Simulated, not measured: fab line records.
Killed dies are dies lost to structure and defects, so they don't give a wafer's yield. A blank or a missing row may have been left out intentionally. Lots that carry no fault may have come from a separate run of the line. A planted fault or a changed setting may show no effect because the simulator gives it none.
Matching of chambers	flow n5Finfet	N5_DUMMY_GATE_TRIM_49 on rieSi-05 has 4 sister chambers
The step chemistry O2, time 29 s, target cd 14 nm. 8 wafers are shown with their chamber, then 11 later ones without.

WAFERS PAIRED WITH THEIR CHAMBERS
wafer	chamber	drypumpMotorCurrentA (A)	throttleValvePct (%)
L085.1	3	6.3	8.19
L086.3	0	5.5	8.06
L086.4	1	5.8	8.20
L086.5	3	6.3	8.22
L089.2	2	5.0	8.06
L089.5	1	5.7	8.21
L089.6	2	5.0	8.06
L090.4	0	5.5	8.06

WAFERS WITH NO CHAMBER GIVEN
wafer	drypumpMotorCurrentA (A)	throttleValvePct (%)
L090.5	6.3	8.20
L090.6	5.0	8.07
L091.1	5.7	8.19
L091.3	5.5	8.05
L091.6	5.5	8.05
L092.1	5.0	8.08
L092.2	5.7	8.20
L092.5	5.7	8.20
L095.4	5.5	8.05
L095.5	5.7	8.21
L095.6	5.5	8.07

CHAMBER TAKEN BY EACH
wafer	from the rows above	in truth
L090.5	3	3
L090.6	2	2
L091.1	1	1
L091.3	0	0
L091.6	0	0
L092.1	2	2
L092.2	1	1
L092.5	1	1
L095.4	0	0
L095.5	1	1
L095.6	0	0
Placed correctly: 11 of 11. Can't be placed from these rows: 0. Placed wrongly: 0.
How it was worked out, from the rows above alone: a wafer's distance from a chamber is the root of the sum, over the readings, of the square of ((its reading less the chamber's mean) divided by the reading's scatter). The wafer belongs to the nearest chamber; if the next one is less than 2 further off, it can't be placed. For every chamber, the mean is computed from those of its wafers that are shown. The scatter: take each reading less its chamber's mean, square it, sum over the shown wafers, divide by the number of wafers less the number of chambers, and take the root.
